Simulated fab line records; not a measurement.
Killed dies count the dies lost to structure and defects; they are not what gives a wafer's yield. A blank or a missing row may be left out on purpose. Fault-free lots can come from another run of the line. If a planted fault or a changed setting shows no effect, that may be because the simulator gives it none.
Split-lot trial | flow n5Finfet | 21 wafers read from 7 lots, route of 1938 steps

ON THE SPLIT
At N5_BEOL_M12_PEB_08 (peb time 90 s), the setting pebTempC was moved away from the recipe's 130 C on 11 of the 21 wafers read, by -2.5% to +1.4%. All remaining wafers had this setting at the recipe value.

FROM THE SPLIT TO THE READING: what the file shows between them, 2 steps
- N5_BEOL_M12_DEVELOP_09: develop time 45 s
- N5_BEOL_M12_HARDBAKE_14: time 120 s

THE READING
Shown in nm: cdNm at N5_BEOL_M12_CD_MEAS_10, with target cd 140 nm. On this fab line, fault-free wafers typically give 140.8 nm with a standard deviation of 2.8 nm.

wafer  | tool, chamber at the split | pebTempC as run, C | against the recipe | cdNm, nm | against lot-mates on the recipe
L080.1 | lithoTrack-05, 0           | 131.7              | +1.3%              | 146.5    | +4.9
L080.2 | lithoTrack-05, 0           | 130                | recipe             | 140.2    | -
L080.3 | lithoTrack-05, 0           | 130                | recipe             | 143.1    | -
L081.2 | lithoTrack-03, 0           | 130                | recipe             | 139.7    | -
L081.5 | lithoTrack-03, 0           | 130                | recipe             | 135.1    | -
L081.6 | lithoTrack-03, 0           | 131.1              | +0.8%              | 144.5    | +7.1
L084.1 | lithoTrack-05, 0           | 128.9              | -0.8%              | 136.6    | -4.0
L084.4 | lithoTrack-05, 0           | 130                | recipe             | 140.6    | -
L084.6 | lithoTrack-05, 0           | 128.9              | -0.8%              | 138.6    | -2.0
L083.4 | lithoTrack-03, 0           | 130                | recipe             | 141.9    | -
L083.5 | lithoTrack-03, 0           | 126.8              | -2.5%              | 125.3    | -16.6
L083.6 | lithoTrack-03, 0           | 126.8              | -2.5%              | 126.4    | -15.5
L086.1 | lithoTrack-05, 0           | 131.8              | +1.4%              | 151.6    | no lot-mate on the recipe
L086.3 | lithoTrack-05, 0           | 131.8              | +1.4%              | 147.2    | no lot-mate on the recipe
L086.5 | lithoTrack-05, 0           | 131.8              | +1.4%              | 145.7    | no lot-mate on the recipe
L093.2 | lithoTrack-03, 0           | 127.2              | -2.2%              | 131.9    | -6.8
L093.3 | lithoTrack-03, 0           | 127.2              | -2.2%              | 129.5    | -9.2
L093.5 | lithoTrack-03, 0           | 130                | recipe             | 138.7    | -
L095.3 | lithoTrack-02, 0           | 130                | recipe             | 145.3    | -
L095.4 | lithoTrack-02, 0           | 130                | recipe             | 146.5    | -
L095.6 | lithoTrack-02, 0           | 130                | recipe             | 143.8    | -

THE FIT
A straight line over all 21 wafers: cdNm changes by +5.33 nm for each +1% of pebTempC; r = +0.92; the points scatter about the line by 2.8 nm.
The same after taking each lot's own level away (the mean of its wafers on the recipe; 18 wafers): +5.26 nm for each +1%; r = +0.94; scatter 2.2 nm.
On that fit, the largest move of pebTempC shifts the reading by 13 nm.
From 137.40 to 145.20 nm: that is the span of the lots' own levels, equal to 2.8 times the standard deviation above.
Hence the lot-to-lot level has little effect on the slope; both slopes agree.
Check: -11.5 nm against its lot-mates is what the line predicts for one of the wafers moved furthest among these (-2.5%) when that wafer is left out of the fit. It came out at -16.6 nm against them.

OTHER SPLITS APPLIED TO THESE WAFERS
Other splits were also applied to these wafers ahead of the reading. Each is held against what the fit with the lots' levels taken away leaves over:
other split on the same wafers     | wafers away from the commonest value | r with cdNm (lot level and that fit taken away)
N5_BEOL_M6_EXPOSE_08 doseMj        | 4                                    | +0.11
N5_BEOL_M6_STRIP_19 tempC          | 7                                    | -0.12
N5_BEOL_M7_DESCUM_33 timeS         | 7                                    | +0.04
N5_BEOL_M8_PECVD_70 tempC          | 8                                    | +0.23
N5_BEOL_M8_DEVELOP_10 developTimeS | 5                                    | +0.00
N5_BEOL_M9_COAT_05 spinRpm         | 7                                    | +0.09

FILE'S OWN FIT
cdNm changes by +5.16 nm for each +1% of pebTempC, r = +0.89.
